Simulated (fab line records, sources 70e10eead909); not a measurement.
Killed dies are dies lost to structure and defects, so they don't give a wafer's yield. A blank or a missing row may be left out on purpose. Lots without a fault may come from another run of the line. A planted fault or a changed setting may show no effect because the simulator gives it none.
Chamber matching | flow nand_harc | NHARC_A_M0_DEP_32 on pecvd-02: 3 sister chambers
The step deposits SiCN, target thk 30 nm. 6 wafers are shown with their chamber, then 8 later ones without.

WAFERS WITH THEIR CHAMBER
wafer  | chamber | heater_power_w (W)
L083.4 | 1       | 706
L083.6 | 0       | 566
L079.1 | 1       | 624
L079.2 | 0       | 675
L079.6 | 2       | 436
L086.1 | 2       | 444

WAFERS WITHOUT THEIR CHAMBER
wafer  | heater_power_w (W)
L086.2 | 702
L086.4 | 440
L086.3 | 550
L086.5 | 558
L086.6 | 666
L087.2 | 615
L087.3 | 606
L087.4 | 394

WHICH CHAMBER EACH WENT THROUGH
wafer  | from the rows above          | in truth
L086.2 | can't be placed: 1 or 0      | 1
L086.4 | 2                            | 2
L086.3 | can't be placed: 0 or 2 or 1 | 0
L086.5 | can't be placed: 0 or 1 or 2 | 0
L086.6 | can't be placed: 1 or 0      | 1
L087.2 | can't be placed: 0 or 1      | 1
L087.3 | can't be placed: 0 or 1      | 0
L087.4 | 2                            | 2
Placed correctly: 2 of 8. Can't be placed from these rows: 6 (the true chamber is among the candidates in 6). Placed wrongly: 0.
How it was worked out, from the rows above alone: a wafer's distance from a chamber is the root of the sum, over the readings, of the square of ((its reading less the chamber's mean) divided by the reading's scatter). The wafer belongs to the nearest chamber; if the next one is less than 2 further off, it can't be placed. A chamber's mean is the mean of its shown wafers. The scatter: the root of (the sum of the squares of (reading less its chamber's mean) over the shown wafers, divided by (wafers less chambers)).
